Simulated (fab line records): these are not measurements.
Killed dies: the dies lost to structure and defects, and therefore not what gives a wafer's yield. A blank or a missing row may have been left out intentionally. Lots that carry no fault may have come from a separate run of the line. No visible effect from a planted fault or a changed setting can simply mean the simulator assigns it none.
Chamber matching || flow nand_harc || rie_diel-05 running NHARC_A_STAIRCASE_TRIM_20: 4 sister chambers
The step chemistry O2, time 211.2 s. 4 wafers are shown with their chamber, then 8 later ones without.

== WAFERS WITH THEIR CHAMBER ==
{"wafer": "L079.3", "chamber": 1, "showerhead_plenum_p_Torr (Torr)": 3.71}
{"wafer": "L086.6", "chamber": 0, "showerhead_plenum_p_Torr (Torr)": 3.74}
{"wafer": "L088.5", "chamber": 3, "showerhead_plenum_p_Torr (Torr)": 3.55}
{"wafer": "L095.1", "chamber": 2, "showerhead_plenum_p_Torr (Torr)": 3.53}

== WAFERS WITH NO CHAMBER GIVEN ==
{"wafer": "L095.5", "showerhead_plenum_p_Torr (Torr)": 3.53}
{"wafer": "L095.6", "showerhead_plenum_p_Torr (Torr)": 3.55}
{"wafer": "L093.1", "showerhead_plenum_p_Torr (Torr)": 3.53}
{"wafer": "L093.2", "showerhead_plenum_p_Torr (Torr)": 3.69}
{"wafer": "L093.4", "showerhead_plenum_p_Torr (Torr)": 3.73}
{"wafer": "L097.3", "showerhead_plenum_p_Torr (Torr)": 3.55}
{"wafer": "L097.5", "showerhead_plenum_p_Torr (Torr)": 3.69}
{"wafer": "L097.6", "showerhead_plenum_p_Torr (Torr)": 3.53}

== EACH ONE'S CHAMBER ==
{"wafer": "L095.5", "from the rows above": "can't be placed: 2 or 3", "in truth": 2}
{"wafer": "L095.6", "from the rows above": "can't be placed: 3 or 2", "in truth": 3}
{"wafer": "L093.1", "from the rows above": "can't be placed: 2 or 3", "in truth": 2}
{"wafer": "L093.2", "from the rows above": 1, "in truth": 1}
{"wafer": "L093.4", "from the rows above": "can't be placed: 0 or 1", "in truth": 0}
{"wafer": "L097.3", "from the rows above": "can't be placed: 3 or 2", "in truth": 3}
{"wafer": "L097.5", "from the rows above": 1, "in truth": 1}
{"wafer": "L097.6", "from the rows above": "can't be placed: 2 or 3", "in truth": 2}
2 of 8 placed correctly. Unplaceable from these rows: 6, with the true chamber sitting among the candidates in 6. Wrongly placed: 0.
How it was worked out, from the rows above alone: a wafer's distance from a chamber is the root of the sum, over the readings, of the square of ((its reading less the chamber's mean) divided by the reading's scatter). The wafer belongs to the nearest chamber; if the next one is less than 2 further off, it can't be placed. For every chamber, the mean is computed from those of its wafers that are shown. The scatter (one wafer shown for each chamber): square how far every hidden wafer sits from the nearest shown wafer, average those squares and take the square root.
